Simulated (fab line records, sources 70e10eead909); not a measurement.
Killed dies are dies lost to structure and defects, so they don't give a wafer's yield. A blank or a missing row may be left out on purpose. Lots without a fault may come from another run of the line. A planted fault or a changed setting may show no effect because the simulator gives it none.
Tool commonality check | flow nand_harc | 1 lot, 3 wafers sampled

WHY IT WAS OPENED
At NHARC_END_SORT_01 the reading killed_at_periphery is flagged on 1 of 1 lot. Wafers without a fault read 4.2, standard deviation 2.8.
Rule: a lot is flagged when every wafer of it that has a number lies more than 4 standard deviations from that mean, or none has a number. The other lots count as sound.

lot  | measured     | on        | killed_at_periphery, wafer by wafer | flag
L400 | day 30 11:14 | prober-02 | 600 612 612                         | FLAGGED
The numbers of the flagged lots are 608.0 on average: +603.8 against the usual, or +99 or more standard deviations.

WHICH TOOL RAN EACH LOT
The record holds 2 process steps before the reading, out of a route of 1302 steps. In each cell: the tool, then ch and the chambers that the sampled wafers went through, then the start.
lot  | flag    | NHARC_P_STI_CMP_21           | NHARC_P_GATE_EXPOSE_08
L400 | FLAGGED | cmp-04 ch 1,2,3, day 9 15:13 | krf_scanner-04 ch 0, day 10 08:13
What these steps do:
- NHARC_P_STI_CMP_21: polishes, t overpolish 20 s, target thk 380.67 nm.
- NHARC_P_GATE_EXPOSE_08: exposes mask P HV.
- NHARC_END_SORT_01

FLAGGED OVER TOTAL, TOOL BY TOOL (the gauges that took the reading come last)
step                   | tool           | lots run | flagged | share of the flagged lots | sound lots run after its first flagged lot
NHARC_P_STI_CMP_21     | cmp-04         | 1        | 1       | all                       | 0
NHARC_P_GATE_EXPOSE_08 | krf_scanner-04 | 1        | 1       | all                       | 0
NHARC_END_SORT_01      | prober-02      | 1        | 1       | all                       | 0

WHAT THE TABLE ALLOWS
3 rows of the table ran every flagged lot: cmp-04 at NHARC_P_STI_CMP_21, krf_scanner-04 at NHARC_P_GATE_EXPOSE_08, prober-02 at NHARC_END_SORT_01.
- cmp-04 at NHARC_P_STI_CMP_21: 1 of its 1 lot flagged. It ran no sound lot before its first flagged lot in this sample, so the start can't be narrowed down.
- krf_scanner-04 at NHARC_P_GATE_EXPOSE_08: 1 of its 1 lot flagged. It ran no sound lot before its first flagged lot in this sample, so the start can't be narrowed down.
- prober-02 at NHARC_END_SORT_01: 1 of its 1 lot flagged. It ran no sound lot before its first flagged lot in this sample, so the start can't be narrowed down.
Counting lots can't tell these 3 tools apart, because each fits a fault that began at some hour. More lots, or a look at what each step does to the wafer, might.

WHAT THE SIMULATOR HAD PUT IN
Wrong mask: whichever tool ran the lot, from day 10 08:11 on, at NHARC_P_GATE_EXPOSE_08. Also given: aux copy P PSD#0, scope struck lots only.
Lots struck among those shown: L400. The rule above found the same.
